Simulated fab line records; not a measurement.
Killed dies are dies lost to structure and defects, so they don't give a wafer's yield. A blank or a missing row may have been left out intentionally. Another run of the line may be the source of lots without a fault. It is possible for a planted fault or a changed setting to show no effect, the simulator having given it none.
A lot that was struck, set against a sound lot | flow n5-finfet | 37 out of 1938 route steps
Sound: wafers L593.1, L593.3, L593.4. Wafers L603.1, L603.4, L603.5 were the ones struck. The cause is named last.
For every step that has rows: the tool of each side, followed by ch and its chambers, followed by its first start. Under that, the readings that differ: sound wafers | struck wafers | difference of the means | sigmas: that difference in standard deviations of wafers without a fault.
alike: words and numbers the same on both sides, and readings whose means are apart by under 2 such deviations; not compared: readings that were withheld, readings missing a value for some wafer, numbers with overlapping values and no deviation given by the record, and bounds like >300 which may hide the same value.
Wherever a step has rows on one side only, a row that says differs or no value, or a row with sigmas, the two part there. Numbers that don't overlap but have no deviation are shown without sigmas and don't part them. A reading that every wafer of one side lacks parts them only if that side has two wafers or more.

first, 8 steps without rows for these wafers: N5_BEOL_M3_ECD_50 (material Cu, target thk 300 nm); N5_BEOL_M3_ANNEAL_51 (time 90 s); N5_BEOL_M3_CMP_52 (polishes, stops on SiOC, t overpolish 6.8 s, target thk 40 nm); N5_BEOL_M3_PRE_CLEAN_60 (time 15 s); N5_BEOL_M3_CO_CAP_55 (material Co, precursor CCTBA/H2, target thk 2 nm, time 102.1 s); N5_BEOL_M3_PRE_CLEAN_56 (time 15 s); N5_BEOL_M3_DEP_57 (deposits SiCN from 3MS/NH3, target thk 8 nm, time 14 s); N5_BEOL_M4_ILD_DEP_00 (deposits SiOC from DEMS/O2, target thk 79 nm, time 15.3 s).
N5_BEOL_M4_PECVD_72: deposits SiO2 from TEOS/O2, target thk 16 nm, time 18 s.
  sound on pecvd-04 ch 0,2, day 8 19:23; struck on pecvd-04 ch 0,1,2, day 10 18:22
  reading                                    | sound      | struck     | difference | sigmas
  model.SiO2_of_BEOL_M4_PECVD_72.thk-nm (nm) | 16 16 16.2 | 14.6 15 15 | -1.2       |
  alike: heater-power-outer-w, heater-power-w, showerhead-plenum-p-Torr, throttle-valve-pct
then, 25 steps without rows for these wafers: N5_BEOL_M4_HM_DEP_02 (deposits TiN, target thk 20 nm); N5_BEOL_M4_COAT_61 (time 60 s, resist thk 60 nm); N5_BEOL_M4_COAT_62 (time 60 s, resist thk 12 nm); N5_BEOL_M4_COAT_73 (time 60 s, resist thk 5 nm); N5_BEOL_M4_COAT_05 (resist thk 30 nm); N5_BEOL_M4_EBR_07; N5_BEOL_M4_SOFTBAKE_06 (time 60 s); N5_BEOL_M4_EXPOSE_08 (exposes mask M4); N5_BEOL_M4_PEB_09 (peb time 60 s); N5_BEOL_M4_DEVELOP_10 (develop time 30 s); N5_BEOL_M4_DESCUM_16 (chemistry O2, time 7 s); N5_BEOL_M4_ETCH_74 (etches underlayer in N2/H2, target depth 6.5 nm, time 5.2 s); N5_BEOL_M4_ETCH_63 (etches SiARC in CF4, target depth 15.6 nm, time 26 s); N5_BEOL_M4_ETCH_64 (etches SOC in N2/H2, target depth 75 nm, overetch 22.5 nm, time 121.9 s); N5_BEOL_M4_STRIP_65 (strips in N2/H2); N5_BEOL_M4_STRIP_75 (strips in N2/H2); N5_BEOL_M4_STRIP_66 (strips in CF4); N5_BEOL_M4_HM_OPEN_17 (chemistry Cl2/BCl3, target TiN, target depth 20 nm, overetch 6 nm); N5_BEOL_M4_STRIP_19 (strips in O2); N5_BEOL_M4_COAT_67 (time 60 s, resist thk 60 nm); N5_BEOL_M4_COAT_68 (time 60 s, resist thk 12 nm); N5_BEOL_M4_COAT_76 (time 60 s, resist thk 5 nm); N5_BEOL_M4_COAT_22 (resist thk 30 nm); N5_BEOL_M4_EBR_24; N5_BEOL_M4_SOFTBAKE_23 (time 60 s).
N5_BEOL_M4_HM_STRIP_39: strips TiN in peroxide tin strip, target depth 25 nm, time 158 s.
  sound on wet-bench-01 ch 0,1,7, day 9 03:55; struck on wet-bench-01 ch 0,4,7, day 11 00:16
  reading                                    | sound        | struck         | difference | sigmas
  model.SiO2_of_BEOL_M4_PECVD_72.thk-nm (nm) | 15.8 15.8 16 | 14.6 14.8 14.8 | -1.1       |
  alike: bath-guard-temp-C
N5_BEOL_M4_RC_MEAS_101:
  sound on prober-01 ch 0, day 9 07:37; struck on prober-01 ch 0, day 11 06:19
  alike: DIBL_N, DIBL_P, IOFF_N, IOFF_P, ION_N, ION_P, SS_N, SS_P, VT_N, VT_P
next, for these wafers, 1 step has no rows: N5_PASSIVATION_PROBE_49.

== WHERE THEY PART ==
Nowhere in this record.

WHY: what the simulator had put in
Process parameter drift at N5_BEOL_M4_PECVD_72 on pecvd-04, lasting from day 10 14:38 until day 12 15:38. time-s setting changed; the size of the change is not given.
